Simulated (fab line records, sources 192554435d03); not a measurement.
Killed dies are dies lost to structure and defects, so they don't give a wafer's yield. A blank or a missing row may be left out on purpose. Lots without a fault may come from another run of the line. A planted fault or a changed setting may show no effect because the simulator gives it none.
fab line records | flow n5_finfet
record lots=7 wafers=21
route steps=1938 shown BEOL_M6@1200 BEOL_M7@1263 BEOL_M8@1332
start_h: hours from the record's first day to the start of the lot's first wafer shown | wait_h: hours since the lot's step before | " the same as in the row above | L1.1+2: a row that stands for several wafers | - no value, or no start given | * or withheld: withheld | < > ~ a bound
route shown NAME@n: a module of which the file shows steps, and the number in the route of the first | usual: mean/standard deviation of fault-free wafers | same: alike in all rows | chamber/n: place in a boat | sites: the reading at each site | _std_site: their standard deviation | _edge_site: outer sites' mean less inner sites' | radius_mm: how far each site lies from the wafer's centre | mask NAME#n: copy n | behind: the tool/chamber that last shaped the wafer | hold: why the lot was held/for how many hours/how that ended | device: the transistor (n, p or np) that didn't switch | end of line: the same wafers' tests at the end of the route | a step without rows: its recipe alone | killed: dies lost to structure and defects at the first sort, not the wafer's yield | map: a wafer's dies, x killed, . not, _ none there
set.NAME: the setting as run; set.NAME@STEP: as run at that earlier step | model.NAME: the simulator's own value behind a step, which no gauge read
lots whose settings were changed on purpose; a table a step, a row a wafer
## steps
# step N5_BEOL_M6_COAT_60
# recipe resist=SiARC temp_c=220 time_s=60 spin_rpm=1500 resist_thk_nm=35
# columns lot.wafer tool chamber start_h wait_h set.temp_c
L078.1+5+6 litho_track-02 0 - - 220
L084.4+6 litho_track-05 0 - - 225.4
L084.5 " 0 " " 220
L085.4 litho_track-02 0 - - 228.3
L085.5+6 " 0 " " 220
L087.3+5+6 litho_track-05 0 - - 215.3
L089.1 litho_track-03 0 - - 220
L089.2+4 " 0 " " 215.1
L094.1+4 litho_track-05 0 - - 220
L094.5 " 0 " " 228.4
L097.1 litho_track-05 0 - - 222.8
L097.2+6 " 0 " " 220
# step N5_BEOL_M6_COAT_05
# recipe resist=CAR-ArF spin_rpm=1500 resist_thk_nm=90
# step N5_BEOL_M6_EBR_07
# recipe solvent=PGMEA ebr_width_mm=1.5
# step N5_BEOL_M6_STRIP_68
# recipe chemistry=N2/H2 temp_c=40 n2_flow_sccm=200 h2_flow_sccm=200 rf_frequency_hz=6e+07
# step N5_BEOL_M6_STRIP_67
# recipe chemistry=CF4 resist=SiARC power_w=300 bias_power_w=75 pressure_mtorr=50 cf4_flow_sccm=150 rf_frequency_hz=6e+07
# step N5_BEOL_M6_HM_OPEN_17
# recipe chemistry=Cl2/BCl3 target_depth_a=200 overetch_a=60 target=TiN mask_material=SOC ion_energy_ev=150 pressure_mtorr=10 icp_w=1000 bias_w=126 Cl2_flow_sccm=53.25 bcl3_flow_sccm=21.75 Ar_flow_sccm=25
# columns lot.wafer tool chamber start_h wait_h set.target_thk_a@BEOL_M6_HM_DEP_02 model.etch.depth_nm
L078.1 rie_metal-03 0 204.44 0.0 200 20.16
L078.5 " 1 " " 200 20.31
L078.6 " 0 " " 200 20.29
L084.4 rie_metal-03 1 238.97 0.1 209 20.65
L084.5 " 0 " " 200 19.68
L084.6 " 1 " " 200 19.56
L085.4 rie_metal-03 0 244.70 0.1 200 19.97
L085.5 " 0 " " 200 19.9
L085.6 " 1 " " 200 19.98
L087.3 rie_metal-03 0 260.12 0.1 200 19.7
L087.5 " 0 " " 200 19.88
L087.6 " 1 " " 209.8 20.8
L089.1 rie_metal-01 0 267.44 0.0 200 19.83
L089.2 " 1 " " 200 19.96
L089.4 " 0 " " 200 20.02
L094.1 rie_metal-02 1 300.65 0.0 200 20.27
L094.4 " 1 " " 180 18.2
L094.5 " 1 " " 180 18.36
L097.1 rie_metal-01 1 316.13 0.0 200 20.2
L097.2 " 0 " " 200 20.16
L097.6 " 1 " " 211.6 21.96
# step N5_BEOL_M7_ILD_DEP_00
# recipe material=SiCOH_lowk target_thk_a=1797.5 temp_c=300 precursor=DEMS/porogen pressure_torr=5 rf_w=500 time_s=33.4
# columns lot.wafer tool chamber start_h wait_h set.time_s model.SiCOH_lowk_of_BEOL_M7_ILD_DEP_00.thk_nm
L078.1 pecvd-01 1 211.22 0.0 33.4 177.8
L078.5 " 1 " " 33.4 179.4
L078.6 " 0 " " 33.4 181.6
L084.4 pecvd-02 0 244.66 0.1 33.4 182.6
L084.5 " 0 " " 33.4 181
L084.6 " 1 " " 33.4 183.8
L085.4 pecvd-01 1 249.79 0.1 37.74 199.6
L085.5 " 2 " " 33.4 179
L085.6 " 0 " " 37.74 202
L087.3 pecvd-02 0 265.15 0.0 33.4 179.4
L087.5 " 2 " " 33.4 180.2
L087.6 " 0 " " 33.4 182.6
L089.1 pecvd-02 1 272.01 0.0 33.4 177.2
L089.2 " 2 " " 37.91 199.6
L089.4 " 2 " " 37.91 202.2
L094.1 pecvd-02 2 307.80 0.0 36.07 190.4
L094.4 " 0 " " 33.4 182.6
L094.5 " 2 " " 33.4 177.8
L097.1 pecvd-04 2 320.25 0.0 35.74 190.4
L097.2 " 1 " " 33.4 179.8
L097.6 " 0 " " 35.74 191.8
# step N5_BEOL_M7_CURE_74
# recipe temp_c=385 time_s=240 ambient=He/Ar material=SiCOH_lowk
# columns lot.wafer tool chamber start_h wait_h set.time_s@BEOL_M7_ILD_DEP_00 model.SiCOH_lowk_of_BEOL_M7_ILD_DEP_00.thk_nm
L078.1 uv_cure-01 0 211.31 0.1 33.4 153.4
L078.5 " 0 " " 33.4 154.6
L078.6 " 0 " " 33.4 156.6
L084.4 uv_cure-02 1 244.96 0.3 33.4 157.4
L084.5 " 1 " " 33.4 156.2
L084.6 " 1 " " 33.4 158.4
L085.4 uv_cure-02 1 250.08 0.3 37.74 172.2
L085.5 " 1 " " 33.4 154.4
L085.6 " 1 " " 37.74 174.4
L087.3 uv_cure-03 2 265.38 0.2 33.4 154.8
L087.5 " 2 " " 33.4 155.4
L087.6 " 2 " " 33.4 157.4
L089.1 uv_cure-02 0 272.07 0.0 33.4 152.8
L089.2 " 0 " " 37.91 172.2
L089.4 " 0 " " 37.91 174.6
L094.1 uv_cure-01 0 307.86 0.0 36.07 164.4
L094.4 " 0 " " 33.4 157.6
L094.5 " 0 " " 33.4 153.2
L097.1 uv_cure-03 2 320.32 0.0 35.74 164.4
L097.2 " 2 " " 33.4 155.2
L097.6 " 2 " " 35.74 165.6
# step N5_BEOL_M7_THK_MEAS_01
# recipe reads=SiCOH_lowk_of_BEOL_M7_ILD_DEP_00
# usual M7_ILD_THK=154.7/2
# columns lot.wafer tool chamber start_h wait_h set.time_s@BEOL_M7_ILD_DEP_00 M7_ILD_THK[nm]
L078.1 film_metro-02 - 211.82 0.4 33.4 153.2
L078.5 " - " " 33.4 154.6
L078.6 " - " " 33.4 156.5
L084.4 film_metro-02 - 245.24 0.2 33.4 157.4
L084.5 " - " " 33.4 156.1
L084.6 " - " " 33.4 158.5
L085.4 film_metro-01 - 250.35 0.2 37.74 172.2
L085.5 " - " " 33.4 154.5
L085.6 " - " " 37.74 174.5
L087.3 film_metro-02 - 265.73 0.3 33.4 155.0
L087.5 " - " " 33.4 155.4
L087.6 " - " " 33.4 157.3
L089.1 film_metro-02 - 272.60 0.4 33.4 152.8
L089.2 " - " " 37.91 172.4
L089.4 " - " " 37.91 174.6
L094.1 film_metro-01 - 308.37 0.4 36.07 164.3
L094.4 " - " " 33.4 157.5
L094.5 " - " " 33.4 153.2
L097.1 film_metro-01 - 320.83 0.4 35.74 164.3
L097.2 " - " " 33.4 155.0
L097.6 " - " " 35.74 165.4
# step N5_BEOL_M7_EXPOSE_08
# recipe mask_id=M7 na=1.35 source_shape=dipole sigma_inner=0.817 sigma_outer=0.97 polarization=te dose_mj=68.25
# columns lot.wafer tool chamber start_h wait_h mask set.dose_mj
L078.1+5+6 arfi_scanner-01 0 212.69 - M7#0 68.25
L084.4+6 arfi_scanner-02 0 247.44 - M7#0 71.24
L084.5 " 0 " " M7#0 68.25
L085.4+5 arfi_scanner-03 0 251.19 - M7#0 70.17
L085.6 " 0 " " M7#0 68.25
L087.3+5+6 arfi_scanner-03 0 266.68 - M7#0 68.25
L089.1+2+4 arfi_scanner-03 0 274.29 - M7#0 68.25
L094.1+4 arfi_scanner-02 0 309.15 - M7#0 65.21
L094.5 " 0 " " M7#0 68.25
L097.1+6 arfi_scanner-02 0 322.55 - M7#0 66.27
L097.2 " 0 " " M7#0 68.25
# step N5_BEOL_M7_PEB_09
# recipe peb_temp_c=withheld peb_time_s=60 resist=CAR-ArF
# step N5_BEOL_M7_DEVELOP_10
# recipe develop_time_s=30 developer=TMAH resist=CAR-ArF rinse_liquid=diw dry=air_spin dev_temp_c=23
# step N5_BEOL_M7_CD_MEAS_11
# recipe target_cd_nm=38.5 landing_energy_ev=500 detector=se_inlens polarity=opening
# usual cd_nm=38.5/0.64
# columns lot.wafer tool chamber start_h wait_h set.dose_mj@BEOL_M7_EXPOSE_08 cd_nm
L078.1 cd_sem-02 0 212.82 - 68.25 38.4
L078.5 " 0 " " 68.25 37.9
L078.6 " 0 " " 68.25 38.8
L084.4 cd_sem-01 0 247.56 - 71.24 40.7
L084.5 " 0 " " 68.25 39.4
L084.6 " 0 " " 71.24 41.6
L085.4 cd_sem-01 0 251.30 - 70.17 39.2
L085.5 " 0 " " 70.17 39.5
L085.6 " 0 " " 68.25 39.0
L087.3 cd_sem-01 0 266.80 - 68.25 39.1
L087.5 " 0 " " 68.25 39.1
L087.6 " 0 " " 68.25 38.7
L089.1 cd_sem-01 0 274.42 - 68.25 38.3
L089.2 " 0 " " 68.25 38.9
L089.4 " 0 " " 68.25 38.9
L094.1 cd_sem-02 0 309.28 - 65.21 36.5
L094.4 " 0 " " 65.21 36.7
L094.5 " 0 " " 68.25 39.4
L097.1 cd_sem-01 0 322.68 - 66.27 36.5
L097.2 " 0 " " 68.25 39.2
L097.6 " 0 " " 66.27 36.7
# step N5_BEOL_M7_DESCUM_16
# recipe chemistry=O2 time_s=7.9 source_power_w=50 bias_power_w=20 pressure_mtorr=20 rf_frequency_hz=2.712e+07 temp_c=40 resist=CAR-ArF o2_flow_sccm=225
# step N5_BEOL_M7_ETCH_61
# recipe chemistry=CF4 target=SiARC target_depth_a=455 mask_material=CAR-ArF time_s=75.8 ion_energy_ev=80 pressure_mtorr=40 source_w=545 bias_w=36 Ar_flow_sccm=100 cf4_flow_sccm=100 ends=cleared
# columns lot.wafer tool chamber start_h wait_h set.dose_mj@BEOL_M7_EXPOSE_08 model.BEOL_M7.cd_offset_nm
L078.1 rie_diel-05 1 212.95 0.0 68.25 -0.2
L078.5 " 3 " " 68.25 -0.4
L078.6 " 0 " " 68.25 0.4
L084.4 rie_diel-02 3 247.67 0.0 71.24 1.6
L084.5 " 1 " " 68.25 0.4
L084.6 " 0 " " 71.24 2.6
L085.4 rie_diel-02 1 251.42 0.0 70.17 0.4
L085.5 " 2 " " 70.17 1.2
L085.6 " 3 " " 68.25 -0.2
L087.3 rie_diel-02 0 266.92 0.0 68.25 0.4
L087.5 " 1 " " 68.25 0
L087.6 " 0 " " 68.25 0.2
L089.1+4 rie_diel-05 2,1 274.55 0.0 68.25 -0.2
L089.2 " 0 " " 68.25 0.2
L094.1 rie_diel-06 2 309.48 0.0 65.21 -2
L094.4 " 3 " " 65.21 -1.4
L094.5 " 3 " " 68.25 1
L097.1 rie_diel-05 1 322.80 0.0 66.27 -1.6
L097.2 " 2 " " 68.25 0.6
L097.6 " 2 " " 66.27 -1.8
# step N5_BEOL_M7_ETCH_62
# recipe chemistry=N2/H2 target=SOC target_depth_a=1100 overetch_a=220 mask_material=SiARC temp_c=40 time_s=165 ion_energy_ev=200 pressure_mtorr=30 source_w=840 bias_w=150 n2_flow_sccm=200 h2_flow_sccm=200
# columns lot.wafer tool chamber start_h wait_h set.dose_mj@BEOL_M7_EXPOSE_08 model.BEOL_M7.cd_offset_nm
L078.1 rie_diel-05 1 213.01 0.0 68.25 -0.4
L078.5 " 3 " " 68.25 -0.2
L078.6 " 0 " " 68.25 0
L084.4 rie_diel-02 3 247.73 0.0 71.24 1.8
L084.5 " 1 " " 68.25 0.4
L084.6 " 0 " " 71.24 2.8
L085.4 rie_diel-02 1 251.48 0.0 70.17 0.8
L085.5 " 2 " " 70.17 1
L085.6 " 3 " " 68.25 0
L087.3 rie_diel-02 0 266.98 0.0 68.25 0.6
L087.5 " 1 " " 68.25 0.4
L087.6 " 0 " " 68.25 0.2
L089.1+4 rie_diel-05 2,1 274.60 0.0 68.25 -0.4
L089.2 " 0 " " 68.25 -0.2
L094.1 rie_diel-06 2 309.54 0.0 65.21 -1.8
L094.4 " 3 " " 65.21 -1.2
L094.5 " 3 " " 68.25 1.4
L097.1 rie_diel-05 1 322.86 0.0 66.27 -1.8
L097.2 " 2 " " 68.25 0.2
L097.6 " 2 " " 66.27 -2.2
# step N5_BEOL_M7_STRIP_68
# recipe chemistry=N2/H2 temp_c=40 n2_flow_sccm=200 h2_flow_sccm=200 rf_frequency_hz=6e+07
# step N5_BEOL_M7_STRIP_67
# recipe chemistry=CF4 resist=SiARC power_w=300 bias_power_w=75 pressure_mtorr=50 cf4_flow_sccm=150 rf_frequency_hz=6e+07
# step N5_BEOL_M7_HM_OPEN_17
# recipe chemistry=Cl2/BCl3 target_depth_a=200 overetch_a=60 target=TiN mask_material=SOC ion_energy_ev=150 pressure_mtorr=10 icp_w=1000 bias_w=126 Cl2_flow_sccm=53.25 bcl3_flow_sccm=21.75 Ar_flow_sccm=25
# columns lot.wafer tool chamber start_h wait_h set.dose_mj@BEOL_M7_EXPOSE_08 model.BEOL_M7.cd_offset_nm
L078.1 rie_metal-01 1 213.20 0.0 68.25 -0.2
L078.5 " 0 " " 68.25 0
L078.6 " 1 " " 68.25 0.2
L084.4 rie_metal-01 0 247.95 0.1 71.24 1.8
L084.5 " 1 " " 68.25 0.4
L084.6 " 0 " " 71.24 2.8
L085.4 rie_metal-02 0 251.69 0.1 70.17 1
L085.5 " 0 " " 70.17 1.2
L085.6 " 1 " " 68.25 0
L087.3 rie_metal-01 1 267.19 0.1 68.25 0.6
L087.5+6 " 0,1 " " 68.25 0.2
L089.1 rie_metal-01 0 274.79 0.0 68.25 -0.4
L089.2 " 1 " " 68.25 0
L089.4 " 0 " " 68.25 -0.6
L094.1 rie_metal-01 0 309.72 0.0 65.21 -1.8
L094.4 " 0 " " 65.21 -1.4
L094.5 " 0 " " 68.25 1.4
L097.1 rie_metal-01 0 323.05 0.0 66.27 -1.6
L097.2 " 0 " " 68.25 0.2
L097.6 " 0 " " 66.27 -2.4
# step N5_BEOL_M7_STRIP_19
# recipe chemistry=O2 power_w=400 temp_c=40 pressure_mtorr=30 rf_frequency_hz=6e+07 bias_power_w=0 overash_fraction=0.2 o2_flow_sccm=225
# step N5_BEOL_M7_CD_MEAS_18
# recipe pitch_nm=80 target_cd_nm=40
# usual cd_nm=40.0/0.71
# columns lot.wafer tool chamber start_h wait_h set.dose_mj@BEOL_M7_EXPOSE_08 cd_nm
L078.1 cd_sem-03 - 213.38 0.0 68.25 39.4
L078.5 " - " " 68.25 39.9
L078.6 " - " " 68.25 40.2
L084.4 cd_sem-02 - 248.25 0.0 71.24 41.7
L084.5 " - " " 68.25 40.5
L084.6 " - " " 71.24 42.7
L085.4 cd_sem-02 - 251.86 0.0 70.17 40.7
L085.5 " - " " 70.17 41.2
L085.6 " - " " 68.25 40.1
L087.3 cd_sem-03 - 267.35 0.1 68.25 40.7
L087.5 " - " " 68.25 40.6
L087.6 " - " " 68.25 39.9
L089.1 cd_sem-02 - 274.98 0.0 68.25 39.3
L089.2 " - " " 68.25 39.8
L089.4 " - " " 68.25 39.3
L094.1 cd_sem-03 - 309.91 0.0 65.21 38.5
L094.4 " - " " 65.21 38.6
L094.5 " - " " 68.25 41.2
L097.1 cd_sem-03 - 323.32 0.0 66.27 38.3
L097.2 " - " " 68.25 40.4
L097.6 " - " " 66.27 37.5
# step N5_BEOL_M8_ILD_DEP_00
# recipe material=SiCOH_lowk target_thk_a=1797.5 temp_c=300 precursor=DEMS/porogen pressure_torr=5 rf_w=500 time_s=33.4
# columns lot.wafer tool chamber start_h wait_h set.time_s model.SiCOH_lowk_of_BEOL_M8_ILD_DEP_00.thk_nm
L078.1 pecvd-03 1 219.47 0.0 33.4 176
L078.5 " 0 " " 33.4 179.6
L078.6 " 2 " " 33.4 184.4
L084.4 pecvd-04 1 252.08 0.1 33.4 182.2
L084.5 " 0 " " 33.4 183.8
L084.6 " 2 " " 31.72 174.2
L085.4 pecvd-03 0 257.68 0.1 33.4 181.6
L085.5 " 1 " " 35.04 191.4
L085.6 " 2 " " 33.4 182.2
L087.3 pecvd-03 0 271.60 0.0 33.4 179.4
L087.5 " 0 " " 29.33 160.8
L087.6 " 1 " " 29.33 161
L089.1 pecvd-04 0 281.54 0.0 33.4 180.2
L089.2 " 1 " " 33.4 174.2
L089.4 " 2 " " 33.4 182.6
L094.1 pecvd-03 2 316.29 0.0 33.4 179
L094.4 " 2 " " 33.4 182
L094.5 " 0 " " 33.4 180.2
L097.1 pecvd-03 0 329.34 0.0 33.4 180.8
L097.2 " 1 " " 33.4 178.2
L097.6 " 2 " " 37.05 202
# step N5_BEOL_M8_CURE_74
# recipe temp_c=385 time_s=240 ambient=He/Ar material=SiCOH_lowk
# columns lot.wafer tool chamber start_h wait_h set.time_s@BEOL_M8_ILD_DEP_00 model.SiCOH_lowk_of_BEOL_M8_ILD_DEP_00.thk_nm
L078.1 uv_cure-02 1 219.54 0.0 33.4 151.6
L078.5 " 1 " " 33.4 155
L078.6 " 1 " " 33.4 159.2
L084.4 uv_cure-01 0 252.36 0.3 33.4 157.2
L084.5 " 0 " " 33.4 158.6
L084.6 " 0 " " 31.72 150
L085.4 uv_cure-02 0 257.96 0.3 33.4 156.6
L085.5 " 0 " " 35.04 165.2
L085.6 " 0 " " 33.4 157.2
L087.3 uv_cure-03 2 271.82 0.2 33.4 154.8
L087.5 " 2 " " 29.33 138.4
L087.6 " 2 " " 29.33 138.8
L089.1 uv_cure-02 2 281.60 0.0 33.4 155.4
L089.2 " 2 " " 33.4 150.2
L089.4 " 2 " " 33.4 157.4
L094.1 uv_cure-02 2 316.39 0.1 33.4 154.4
L094.4 " 2 " " 33.4 157
L094.5 " 2 " " 33.4 155.4
L097.1 uv_cure-01 0 329.40 0.0 33.4 155.8
L097.2 " 0 " " 33.4 153.6
L097.6 " 0 " " 37.05 174.4
# step N5_BEOL_M8_THK_MEAS_01
# recipe reads=SiCOH_lowk_of_BEOL_M8_ILD_DEP_00
# usual M8_ILD_THK=155.4/2.1
# columns lot.wafer tool chamber start_h wait_h set.time_s@BEOL_M8_ILD_DEP_00 M8_ILD_THK[nm]
L078.1 film_metro-01 - 220.05 0.4 33.4 151.7
L078.5 " - " " 33.4 155.0
L078.6 " - " " 33.4 159.1
L084.4 film_metro-01 - 252.63 0.2 33.4 157.1
L084.5 " - " " 33.4 158.6
L084.6 " - " " 31.72 150.2
L085.4 film_metro-02 - 258.23 0.2 33.4 156.6
L085.5 " - " " 35.04 165.3
L085.6 " - " " 33.4 157.2
L087.3 film_metro-02 - 272.18 0.3 33.4 154.6
L087.5 " - " " 29.33 138.5
L087.6 " - " " 29.33 138.7
L089.1 film_metro-02 - 282.11 0.4 33.4 155.4
L089.2 " - " " 33.4 150.2
L089.4 " - " " 33.4 157.6
L094.1 film_metro-01 - 316.91 0.4 33.4 154.3
L094.4 " - " " 33.4 156.9
L094.5 " - " " 33.4 155.4
L097.1 film_metro-01 - 329.92 0.4 33.4 155.9
L097.2 " - " " 33.4 153.6
L097.6 " - " " 37.05 174.4
# step N5_BEOL_M8_DESCUM_33
# recipe chemistry=O2 time_s=7 source_power_w=50 bias_power_w=20 pressure_mtorr=20 rf_frequency_hz=2.712e+07 temp_c=40 resist=CAR-EUV o2_flow_sccm=225
# columns lot.wafer tool chamber start_h wait_h set.time_s model.CAR-EUV_of_BEOL_M8_COAT_22.thk_nm
L078.1+5 rie_diel-03 2 223.46 0.5 7 26
L078.6 " 3 " " 7 26.2
L084.4+5 rie_diel-03 0,3 256.29 0.0 7 26.2
L084.6 " 2 " " 8.031 25.6
L085.4+6 rie_diel-04 3,2 261.62 0.0 7 26
L085.5 " 3 " " 5.894 26.4
L087.3 rie_diel-03 1 277.98 0.0 8.29 25.4
L087.5 " 1 " " 8.29 25.6
L087.6 " 0 " " 7 26.2
L089.1+4 rie_diel-04 2,3 284.04 0.0 7 26
L089.2 " 0 " " 7.727 25.8
L094.1 rie_diel-04 0 322.46 0.4 7 26.2
L094.4 " 2 " " 5.664 26.6
L094.5 " 2 " " 5.664 26.8
L097.1 rie_diel-01 2 336.18 0.1 7 26
L097.2+6 " 1 " " 7 26.2
# step N5_BEOL_M8_ETCH_72
# recipe chemistry=N2/H2 target=underlayer target_depth_a=65 mask_material=CAR-EUV time_s=5.2 ion_energy_ev=200 pressure_mtorr=30 source_w=840 bias_w=150 n2_flow_sccm=200 h2_flow_sccm=200 ends=cleared
# columns lot.wafer tool chamber start_h wait_h set.time_s@BEOL_M8_DESCUM_33 model.CAR-EUV_of_BEOL_M8_COAT_22.thk_nm
L078.1+5 rie_diel-03 2 223.49 0.0 7 20.4
L078.6 " 3 " " 7 20.6
L084.4 rie_diel-03 0 256.32 0.0 7 20.4
L084.5 " 3 " " 7 20.6
L084.6 " 2 " " 8.031 19.8
L085.4 rie_diel-04 3 261.66 0.0 7 20.2
L085.5 " 3 " " 5.894 20.8
L085.6 " 2 " " 7 20.4
L087.3+5 rie_diel-03 1 278.01 0.0 8.29 19.8
L087.6 " 0 " " 7 20.4
L089.1 rie_diel-04 2 284.07 0.0 7 20.4
L089.2 " 0 " " 7.727 20
L089.4 " 3 " " 7 20.2
L094.1 rie_diel-04 0 322.49 0.0 7 20.4
L094.4+5 " 2 " " 5.664 21
L097.1+2+6 rie_diel-01 2,1,1 336.21 0.0 7 20.4
# step N5_BEOL_M8_ETCH_65
# recipe chemistry=CF4 target=SiARC target_depth_a=156 mask_material=CAR-EUV time_s=26 ion_energy_ev=80 pressure_mtorr=40 source_w=545 bias_w=36 Ar_flow_sccm=100 cf4_flow_sccm=100 ends=cleared
# columns lot.wafer tool chamber start_h wait_h set.time_s@BEOL_M8_DESCUM_33 model.CAR-EUV_of_BEOL_M8_COAT_22.thk_nm
L078.1+5 rie_diel-03 2 223.51 0.0 7 11.2
L078.6 " 3 " " 7 11.4
L084.4 rie_diel-03 0 256.34 0.0 7 11.2
L084.5 " 3 " " 7 11.4
L084.6 " 2 " " 8.031 10.6
L085.4 rie_diel-04 3 261.67 0.0 7 11
L085.5 " 3 " " 5.894 11.4
L085.6 " 2 " " 7 11.2
L087.3+5 rie_diel-03 1 278.03 0.0 8.29 10.6
L087.6 " 0 " " 7 11.2
L089.1 rie_diel-04 2 284.09 0.0 7 11.2
L089.2 " 0 " " 7.727 10.8
L089.4 " 3 " " 7 11
L094.1 rie_diel-04 0 322.51 0.0 7 11.2
L094.4+5 " 2 " " 5.664 11.8
L097.1+2+6 rie_diel-01 2,1,1 336.23 0.0 7 11.2
## key
split step=N5_BEOL_M6_COAT_60 setting=temp_c stated=220 by=wafer
response none clear
split step=N5_BEOL_M7_ILD_DEP_00 setting=time_s stated=33.4 by=wafer
response step=N5_BEOL_M7_ILD_DEP_00 reading=model.SiCOH_lowk_of_BEOL_M7_ILD_DEP_00.thk_nm change=+1.65 per=1% r=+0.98
response step=N5_BEOL_M7_CURE_74 reading=model.SiCOH_lowk_of_BEOL_M7_ILD_DEP_00.thk_nm change=+1.43 per=1% r=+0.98
response step=N5_BEOL_M7_THK_MEAS_01 reading=M7_ILD_THK change=+1.43 per=1% r=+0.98
split step=N5_BEOL_M7_EXPOSE_08 setting=dose_mj stated=68.25 by=wafer
response step=N5_BEOL_M7_CD_MEAS_11 reading=cd_nm change=+0.518 per=1% r=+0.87
response step=N5_BEOL_M7_ETCH_61 reading=model.BEOL_M7.cd_offset_nm change=+0.523 per=1% r=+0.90
response step=N5_BEOL_M7_ETCH_62 reading=model.BEOL_M7.cd_offset_nm change=+0.545 per=1% r=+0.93
response step=N5_BEOL_M7_HM_OPEN_17 reading=model.BEOL_M7.cd_offset_nm change=+0.563 per=1% r=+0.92
response step=N5_BEOL_M7_CD_MEAS_18 reading=cd_nm change=+0.522 per=1% r=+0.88
split step=N5_BEOL_M8_ILD_DEP_00 setting=time_s stated=33.4 by=wafer
response step=N5_BEOL_M8_ILD_DEP_00 reading=model.SiCOH_lowk_of_BEOL_M8_ILD_DEP_00.thk_nm change=+1.77 per=1% r=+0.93
response step=N5_BEOL_M8_CURE_74 reading=model.SiCOH_lowk_of_BEOL_M8_ILD_DEP_00.thk_nm change=+1.55 per=1% r=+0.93
response step=N5_BEOL_M8_THK_MEAS_01 reading=M8_ILD_THK change=+1.54 per=1% r=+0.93
split step=N5_BEOL_M8_DESCUM_33 setting=time_s stated=7 by=wafer
response step=N5_BEOL_M8_DESCUM_33 reading=model.CAR-EUV_of_BEOL_M8_COAT_22.thk_nm change=-0.031 per=1% r=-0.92
response step=N5_BEOL_M8_ETCH_72 reading=model.CAR-EUV_of_BEOL_M8_COAT_22.thk_nm change=-0.0343 per=1% r=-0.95
response step=N5_BEOL_M8_ETCH_65 reading=model.CAR-EUV_of_BEOL_M8_COAT_22.thk_nm change=-0.0318 per=1% r=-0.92
split outside_this_file step=N5_BEOL_M6_HM_DEP_02 setting=target_thk_a
# split outside_this_file: this setting was split too, and the file shows its column; the key of that split is in another file
